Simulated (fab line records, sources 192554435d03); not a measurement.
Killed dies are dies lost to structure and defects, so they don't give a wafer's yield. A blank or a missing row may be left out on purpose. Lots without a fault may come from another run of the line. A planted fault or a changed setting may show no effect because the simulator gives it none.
Split-lot experiment | flow n5_finfet | 7 lots, 21 wafers read, on a route of 1938 steps

THE SPLIT
At N5_BEOL_M4_ETCH_64 (etches SOC in N2/H2, target depth 75 nm, overetch 22.5 nm, time 121.9 s), the setting bias_w was moved away from the recipe's 150 W on 11 of the 21 wafers read, by -13.9% to +16.3%. The other wafers ran this setting at the recipe's value.

The reading is taken at the split's own step.

THE READING
rf_vpp_V, in V, at N5_BEOL_M4_ETCH_64 (etches SOC in N2/H2, target depth 75 nm, overetch 22.5 nm, time 121.9 s). Fault-free wafers of this fab line usually give 524.4 V, standard deviation 2.3 V.

wafer  | tool, chamber at the split | bias_w as run, W | against the recipe | rf_vpp_V, V | against lot-mates on the recipe
L081.1 | rie_diel-06, 1             | 150              | recipe             | 520.8       | -
L081.3 | rie_diel-06, 0             | 174.5            | +16.3%             | 576.4       | +54.1
L081.6 | rie_diel-06, 2             | 150              | recipe             | 523.7       | -
L084.3 | rie_diel-01, 1             | 159.7            | +6.5%              | 547.0       | +24.7
L084.4 | rie_diel-01, 0             | 159.7            | +6.5%              | 542.9       | +20.6
L084.6 | rie_diel-01, 0             | 150              | recipe             | 522.3       | -
L085.1 | rie_diel-03, 1             | 150              | recipe             | 527.5       | -
L085.3 | rie_diel-03, 2             | 142.7            | -4.9%              | 510.6       | -16.9
L085.5 | rie_diel-03, 1             | 142.7            | -4.9%              | 511.8       | -15.7
L082.1 | rie_diel-01, 2             | 150              | recipe             | 525.6       | -
L082.4 | rie_diel-01, 0             | 150              | recipe             | 522.6       | -
L082.5 | rie_diel-01, 2             | 150              | recipe             | 526.4       | -
L088.4 | rie_diel-03, 3             | 168              | +12.0%             | 559.5       | +31.6
L088.5 | rie_diel-03, 2             | 168              | +12.0%             | 565.4       | +37.5
L088.6 | rie_diel-03, 1             | 150              | recipe             | 527.9       | -
L096.1 | rie_diel-01, 1             | 150              | recipe             | 524.5       | -
L096.2 | rie_diel-01, 0             | 129.1            | -13.9%             | 475.1       | -49.4
L096.4 | rie_diel-01, 2             | 129.1            | -13.9%             | 477.6       | -46.9
L097.1 | rie_diel-06, 2             | 137.7            | -8.2%              | 495.8       | -27.0
L097.4 | rie_diel-06, 0             | 150              | recipe             | 522.8       | -
L097.5 | rie_diel-06, 0             | 137.7            | -8.2%              | 494.9       | -27.9

THE FIT
A straight line over all 21 wafers: rf_vpp_V changes by +3.29 V for each +1% of bias_w; r = +1.00; the points scatter about the line by 2.5 V.
The same after taking each lot's own level away (the mean of its wafers on the recipe; 21 wafers): +3.27 V for each +1%; r = +1.00; scatter 2.3 V.
On that fit, the largest move of bias_w shifts the reading by 53 V.
The lots' own levels span 522.25 to 527.90 V, that is 2.5 times the standard deviation above.
So the lot-to-lot level changes the slope little: the two slopes agree.
Check: with one of the wafers moved furthest among these (+16.3%) left out of the fit, the line predicts +52.4 V for it against its lot-mates. It came out at +54.1 V against them.
Tool readings at the split's step, against how far the setting was moved: rf_vpp_V r = +1.00.

OTHER SPLITS ON THESE WAFERS
These wafers also went through other splits before the reading. Each is held against what the fit with the lots' levels taken away leaves over:
other split on the same wafers    | wafers away from the commonest value | r with rf_vpp_V (lot level and that fit taken away)
N5_BEOL_M2_TRENCH_ETCH_37 bias_w  | 5                                    | +0.14
N5_BEOL_M3_HM_DEP_02 target_thk_a | 6                                    | +0.36
N5_BEOL_M3_COAT_73 temp_c         | 7                                    | +0.38

THE WHOLE CHAIN: every reading that the file lists as answering this split, in the file's order
step               | what it does                                                            | reading                                                                          | change (the file's fit)                | r (the file's)
N5_BEOL_M4_ETCH_64 | etches SOC in N2/H2, target depth 75 nm, overetch 22.5 nm, time 121.9 s | rf_vpp_V                                                                         | +3.28 V for each +1% of the setting    | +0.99
N5_BEOL_M4_ETCH_64 | etches SOC in N2/H2, target depth 75 nm, overetch 22.5 nm, time 121.9 s | SiARC_of_BEOL_M4_COAT_62.thk_nm (the simulator's own value, which no gauge read) | -0.0669 nm for each +1% of the setting | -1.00

THE FILE'S OWN FIT
rf_vpp_V changes by +3.28 V for each +1% of bias_w, r = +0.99.
